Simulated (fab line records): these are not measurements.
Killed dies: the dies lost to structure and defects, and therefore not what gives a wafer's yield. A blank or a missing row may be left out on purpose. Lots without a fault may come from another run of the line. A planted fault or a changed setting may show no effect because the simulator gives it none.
Which tool is to blame? :: flow nand_harc :: 7 lots, 21 wafers sampled, at 3 steps of a route of 1302

== WHAT THE GAUGES READ, wafer by wafer ==
NHARC_A_CHANNEL_HOLE_D1_CD_MEAS_30.
lot: L872
measured: day 9 00:29
on: cd_sem-02
cd_nm (nm): 90.4 89.1 89.4

lot: L874
measured: day 10 06:47
on: cd_sem-03
cd_nm (nm): 90.1 87.9 89.3

lot: L876
measured: day 10 20:28
on: cd_sem-03
cd_nm (nm): 87.9 86.4 89.6

lot: L878
measured: day 11 13:35
on: cd_sem-03
cd_nm (nm): 89.4 88.1 88.6

lot: L882
measured: day 13 10:55
on: cd_sem-02
cd_nm (nm): 1.2 1.2 2.2

lot: L884
measured: day 13 20:40
on: cd_sem-02
cd_nm (nm): 1.2 0.2 1.5

lot: L892
measured: day 17 13:45
on: cd_sem-03
cd_nm (nm): 89.4 90.7 90.6

== EACH LOT AND THE TOOL THAT RAN IT (in order: tool; ch and the chambers of the sampled wafers; start) ==
lot: L872
NHARC_A_ZERO_WELL_ETCH_19: rie_diel-13 ch 0,3, day 7 01:16
NHARC_A_CHANNEL_HOLE_D1_ETCH_20: har_etch-02 ch 0,1, day 8 19:02

lot: L874
NHARC_A_ZERO_WELL_ETCH_19: rie_diel-11 ch 0,1,3, day 8 01:20
NHARC_A_CHANNEL_HOLE_D1_ETCH_20: har_etch-01 ch 0,1, day 10 01:08

lot: L876
NHARC_A_ZERO_WELL_ETCH_19: rie_diel-13 ch 1,2,3, day 8 23:15
NHARC_A_CHANNEL_HOLE_D1_ETCH_20: har_etch-01 ch 0,1, day 10 15:04

lot: L878
NHARC_A_ZERO_WELL_ETCH_19: rie_diel-11 ch 0,1,2, day 9 18:53
NHARC_A_CHANNEL_HOLE_D1_ETCH_20: har_etch-02 ch 1, day 11 08:14

lot: L882
NHARC_A_ZERO_WELL_ETCH_19: rie_diel-13 ch 0,1,3, day 11 14:02
NHARC_A_CHANNEL_HOLE_D1_ETCH_20: har_etch-01 ch 0,1, day 13 05:30

lot: L884
NHARC_A_ZERO_WELL_ETCH_19: rie_diel-13 ch 0,1, day 11 23:56
NHARC_A_CHANNEL_HOLE_D1_ETCH_20: har_etch-02 ch 0,1, day 13 15:14

lot: L892
NHARC_A_ZERO_WELL_ETCH_19: rie_diel-11 ch 2,3, day 15 06:48
NHARC_A_CHANNEL_HOLE_D1_ETCH_20: har_etch-01 ch 0,1, day 17 08:26
- NHARC_A_ZERO_WELL_ETCH_19: etches the open film in N2/H2, target depth 80 nm, overetch 24 nm, time 87.88 s.
- NHARC_A_CHANNEL_HOLE_D1_ETCH_20: etches the open film in C4F8/O2/Ar, time 361.9 s, target depth 1600 nm.

== THE ANSWER, worked out from the rows above alone ==
Rule: the usual values come from the lots themselves. The widest of any qualifying gaps counts: lots, ordered by their means at a reading, are off when they make up no more than a third of the lots, leave a main group of 4 or more, and stand apart from it by 3 or more times the standard deviation of that group's means. The tables above print the reading to a certain number of digits; a main group whose means all agree to those digits is not used. A lot without any number at a reading at which 4 lots or more have one is off too. All remaining lots with rows at the step are treated as sound.
Off at NHARC_A_CHANNEL_HOLE_D1_CD_MEAS_30 (cd_nm): L882, L884. Mean 89.1 nm and standard deviation 0.78 in the main group.
A tool fits if, at a process step before that reading, it ran every lot that is off, and no sound lot after the first of them. Those tools and the gauges at NHARC_A_CHANNEL_HOLE_D1_CD_MEAS_30 are tried in the same way. Undecided on this evidence; 2 tools fit (rie_diel-13 at NHARC_A_ZERO_WELL_ETCH_19, cd_sem-02 at NHARC_A_CHANNEL_HOLE_D1_CD_MEAS_30).

== WHAT WAS PUT IN BY THE SIMULATOR ==
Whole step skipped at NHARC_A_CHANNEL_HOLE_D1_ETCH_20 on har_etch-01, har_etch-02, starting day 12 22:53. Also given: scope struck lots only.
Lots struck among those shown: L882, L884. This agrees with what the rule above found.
